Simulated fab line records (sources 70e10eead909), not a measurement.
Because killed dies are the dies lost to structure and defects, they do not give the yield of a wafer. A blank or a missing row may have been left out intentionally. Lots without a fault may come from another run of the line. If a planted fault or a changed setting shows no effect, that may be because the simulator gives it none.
A single fault, viewed from 2 desks | flow nand_harc | numbers are kept per desk, each desk with only its own; the story behind them comes last

DESK OF THE TOOL OWNER: pecvd_onon-03
The tool's own readings at NHARC_A_ONON_D1_DEP_28 (target thk 1000 nm): means of the sampled wafers that have a number, for each lot that ran on this tool. The brackets show how far a lot's mean lies from the usual mean; more than 4 standard deviations puts the lot out of limits, marked OUT.
Columns: A = sih4_flow_sccm at NHARC_A_ONON_D1_DEP_28, usual 210.0 sccm
lot  | first seen here | A
L650 | day 8 09:45     | 210.0
L652 | day 8 23:59     | 209.5
L657 | day 11 07:38    | 209.5
L659 | day 12 15:46    | 210.7
L667 | day 15 11:29    | 210.4
L669 | day 16 10:50    | 210.0
L670 | day 16 16:15    | 209.8
This desk's verdict: no lot among the 7 shows anything out of limits.

FROM THE METROLOGY DESK
Means of the sampled wafers that have a number, per lot and without regard to the tool the lot ran on: this is what the gauges read. The brackets show how far a lot's mean lies from the usual mean; more than 4 standard deviations puts the lot out of limits, marked OUT.
Columns: A = thk_nm at NHARC_A_ONON_D1_THK_MEAS_08, usual 1000 nm; B = thk_nm at NHARC_A_ONON_D1_THK_MEAS_30, usual 1000 nm
lot  | first seen here | A    | B
L651 | day 7 22:58     | 1000 | 996
L650 | day 7 22:59     | 993  | 985
L652 | day 8 13:01     | 1002 | 995
L653 | day 9 00:50     | 1014 | 996
L654 | day 9 12:40     | 1004 | 981
L655 | day 9 20:38     | 988  | 987
L656 | day 10 12:32    | 999  | 1025
L657 | day 10 19:18    | 1012 | 1000
L658 | day 11 06:59    | 1007 | 996
L660 | day 12 05:04    | 985  | 998
L659 | day 12 05:05    | 1000 | 1013
L667 | day 14 21:45    | 993  | 1019
L669 | day 15 22:44    | 987  | 1033
L670 | day 16 05:28    | 1004 | 1028
L671 | day 16 15:05    | 988  | 1009
This desk's verdict: no lot among the 15 shows anything out of limits.

PUT TOGETHER
The tool owner's desk saw nothing out of limits.
Nothing out of limits was seen by the metrology desk.

WHAT WAS PUT IN BY THE SIMULATOR
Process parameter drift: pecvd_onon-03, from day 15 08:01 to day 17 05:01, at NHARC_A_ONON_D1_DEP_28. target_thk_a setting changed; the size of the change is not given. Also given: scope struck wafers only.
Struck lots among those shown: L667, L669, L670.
